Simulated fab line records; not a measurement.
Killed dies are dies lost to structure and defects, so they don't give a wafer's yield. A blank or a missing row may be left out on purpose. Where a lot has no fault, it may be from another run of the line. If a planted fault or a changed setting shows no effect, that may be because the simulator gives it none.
Split-lot trial + flow n5Finfet + 7 lots, 39 wafers read, on a route of 1938 steps

SPLIT DETAILS
At N5_BEOL_M13_ETCH_68 (etches SOC in N2/H2, time 355 s), the setting timeS was moved away from the recipe's 355 s on 15 of the 39 wafers read, by -55.6% to +57.9%. This setting was run at the recipe's value on the other wafers.

The reading comes from the split's own step.

THE READING
SiARC_of_BEOL_M13_COAT_66.thkNm (the simulator's own value, which no gauge read), in nm, at N5_BEOL_M13_ETCH_68 (etches SOC in N2/H2, time 355 s). The file gives no usual value for it. Across the 24 wafers here that went through the recipe, the average is 77.0 nm and the standard deviation 0.6 nm.

| wafer  | tool, chamber at the split | timeS as run, s | against the recipe | SiARC_of_BEOL_M13_COAT_66.thkNm, nm | against lot-mates on the recipe |
|--------|----------------------------|-----------------|--------------------|-------------------------------------|---------------------------------|
| L074.1 | rieDiel-01, 3              | 355             | recipe             | 76.8                                | -                               |
| L074.2 | rieDiel-01, 2              | 355             | recipe             | 77.2                                | -                               |
| L074.3 | rieDiel-01, 1,0            | 355             | recipe             | 76                                  | -                               |
| L074.6 | rieDiel-01, 1,0            | 355             | recipe             | 76                                  | -                               |
| L074.4 | rieDiel-01, 0              | 355             | recipe             | 76.4                                | -                               |
| L074.5 | rieDiel-01, 3              | 355             | recipe             | 77                                  | -                               |
| L076.1 | rieDiel-01, 3              | 560.4           | +57.9%             | 58.4                                | -18.6                           |
| L076.2 | rieDiel-01, 1              | 355             | recipe             | 76.6                                | -                               |
| L076.3 | rieDiel-01, 2,3            | 355             | recipe             | 77.2                                | -                               |
| L076.6 | rieDiel-01, 2,3            | 355             | recipe             | 77.2                                | -                               |
| L076.4 | rieDiel-01, 0              | 560.4           | +57.9%             | 58                                  | -19.0                           |
| L076.5 | rieDiel-01, 2              | 560.4           | +57.9%             | 58.2                                | -18.8                           |
| L084.4 | rieDiel-05, 3              | 355             | recipe             | 78.2                                | -                               |
| L084.5 | rieDiel-05, 2              | 355             | recipe             | 76.6                                | -                               |
| L084.6 | rieDiel-05, 0              | 355             | recipe             | 77.8                                | -                               |
| L085.1 | rieDiel-01, 3              | 355             | recipe             | 77.4                                | -                               |
| L085.2 | rieDiel-01, 0              | 224.5           | -36.8%             | 89.6                                | +12.1                           |
| L085.3 | rieDiel-01, 2              | 355             | recipe             | 77.8                                | -                               |
| L085.4 | rieDiel-01, 1              | 224.5           | -36.8%             | 89.4                                | +11.9                           |
| L085.5 | rieDiel-01, 0              | 224.5           | -36.8%             | 89.8                                | +12.3                           |
| L085.6 | rieDiel-01, 1              | 355             | recipe             | 77.2                                | -                               |
| L086.1 | rieDiel-05, 1,2            | 355             | recipe             | 76.8                                | -                               |
| L086.5 | rieDiel-05, 1,2            | 355             | recipe             | 76.8                                | -                               |
| L086.2 | rieDiel-05, 0              | 355             | recipe             | 77.4                                | -                               |
| L086.3 | rieDiel-05, 2,3            | 157.5           | -55.6%             | 95.6                                | +18.6                           |
| L086.6 | rieDiel-05, 2,3            | 157.5           | -55.6%             | 95.6                                | +18.6                           |
| L086.4 | rieDiel-05, 3              | 157.5           | -55.6%             | 96                                  | +19.0                           |
| L089.1 | rieDiel-05, 3              | 271.5           | -23.5%             | 85.4                                | +8.8                            |
| L089.2 | rieDiel-05, 0              | 271.5           | -23.5%             | 85.2                                | +8.6                            |
| L089.3 | rieDiel-05, 1              | 271.5           | -23.5%             | 84.4                                | +7.8                            |
| L089.4 | rieDiel-05, 2              | 355             | recipe             | 76.2                                | -                               |
| L089.5 | rieDiel-05, 3              | 355             | recipe             | 77.6                                | -                               |
| L089.6 | rieDiel-05, 2              | 355             | recipe             | 76                                  | -                               |
| L096.1 | rieDiel-06, 3              | 240             | -32.4%             | 88.4                                | +11.3                           |
| L096.2 | rieDiel-06, 1              | 355             | recipe             | 77.4                                | -                               |
| L096.5 | rieDiel-06, 1              | 355             | recipe             | 77.4                                | -                               |
| L096.3 | rieDiel-06, 0              | 240             | -32.4%             | 87.8                                | +10.7                           |
| L096.4 | rieDiel-06, 3              | 240             | -32.4%             | 88.6                                | +11.5                           |
| L096.6 | rieDiel-06, 0              | 355             | recipe             | 76.4                                | -                               |
When a row names more than one chamber, that row covers several wafers, and the file does not tell which wafer ran in which chamber.

THE FIT
A straight line over all 39 wafers: SiARC_of_BEOL_M13_COAT_66.thkNm changes by -0.334 nm for each +1% of timeS; r = -1.00; the points scatter about the line by 0.55 nm.
The same after taking each lot's own level away (the mean of its wafers on the recipe; 39 wafers): -0.333 nm for each +1%; r = -1.00; scatter 0.48 nm.
According to that fit, moving timeS by its largest amount changes the reading by 19 nm.
Across the lots, their own levels run from 76.57 to 77.53 nm, a range of 1.6 times the standard deviation given above.
Consequently the slope shifts little with the lot-to-lot level, the two slopes agreeing.
Check: with one of the wafers moved furthest among these (+57.9%) left out of the fit, the line predicts -19.2 nm for it against its lot-mates. Against them it came out at -18.6 nm.

OTHER SPLITS ON THESE WAFERS
Before the reading, these wafers also passed through other splits. Each is held against what the fit with the lots' levels taken away leaves over:
| other split on the same wafers    | wafers away from the commonest value | r with SiARC_of_BEOL_M13_COAT_66.thkNm (lot level and that fit taken away) |
|-----------------------------------|--------------------------------------|----------------------------------------------------------------------------|
| N5_BEOL_M12_ILD_DEP_00 targetThkA | 15                                   | -0.12                                                                      |

THE FILE'S OWN FIT
SiARC_of_BEOL_M13_COAT_66.thkNm changes by -0.334 nm for each +1% of timeS, r = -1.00.
